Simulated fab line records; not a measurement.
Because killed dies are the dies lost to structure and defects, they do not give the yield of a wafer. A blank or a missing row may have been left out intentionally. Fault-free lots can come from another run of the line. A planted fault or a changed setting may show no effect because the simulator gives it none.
Matching of chambers || flow n5 finfet || N5_BEOL_M10_STRIP_19 on rie diel-04: 4 sister chambers
The step strips in O2. 4 wafers are shown with their chamber, then 7 later ones without.

== WAFERS WITH THEIR CHAMBER ==
{"wafer": "L088.5", "chamber": 1, "throttle valve pct (%)": 16.28}
{"wafer": "L090.3", "chamber": 3, "throttle valve pct (%)": 16.48}
{"wafer": "L091.2", "chamber": 0, "throttle valve pct (%)": 16.70}
{"wafer": "L091.3", "chamber": 2, "throttle valve pct (%)": 16.89}

== WAFERS WITH NO CHAMBER GIVEN ==
{"wafer": "L091.6", "throttle valve pct (%)": 16.92}
{"wafer": "L089.3", "throttle valve pct (%)": 16.50}
{"wafer": "L089.5", "throttle valve pct (%)": 16.51}
{"wafer": "L089.6", "throttle valve pct (%)": 16.68}
{"wafer": "L097.1", "throttle valve pct (%)": 16.71}
{"wafer": "L097.4", "throttle valve pct (%)": 16.51}
{"wafer": "L097.5", "throttle valve pct (%)": 16.93}

== WHICH CHAMBER EACH WENT THROUGH ==
{"wafer": "L091.6", "from the rows above": 2, "in truth": 2}
{"wafer": "L089.3", "from the rows above": 3, "in truth": 3}
{"wafer": "L089.5", "from the rows above": 3, "in truth": 3}
{"wafer": "L089.6", "from the rows above": 0, "in truth": 0}
{"wafer": "L097.1", "from the rows above": 0, "in truth": 0}
{"wafer": "L097.4", "from the rows above": 3, "in truth": 3}
{"wafer": "L097.5", "from the rows above": 2, "in truth": 2}
7 of 7 placed correctly. Number that these rows cannot place: 0. Placed wrongly: 0.
How it was worked out, from the rows above alone: a wafer's distance from a chamber is the root of the sum, over the readings, of the square of ((its reading less the chamber's mean) divided by the reading's scatter). The wafer belongs to the nearest chamber; if the next one is less than 2 further off, it can't be placed. The mean given for a chamber averages the wafers shown for that chamber. The scatter (one wafer shown for each chamber): square how far every hidden wafer sits from the nearest shown wafer, average those squares and take the square root.
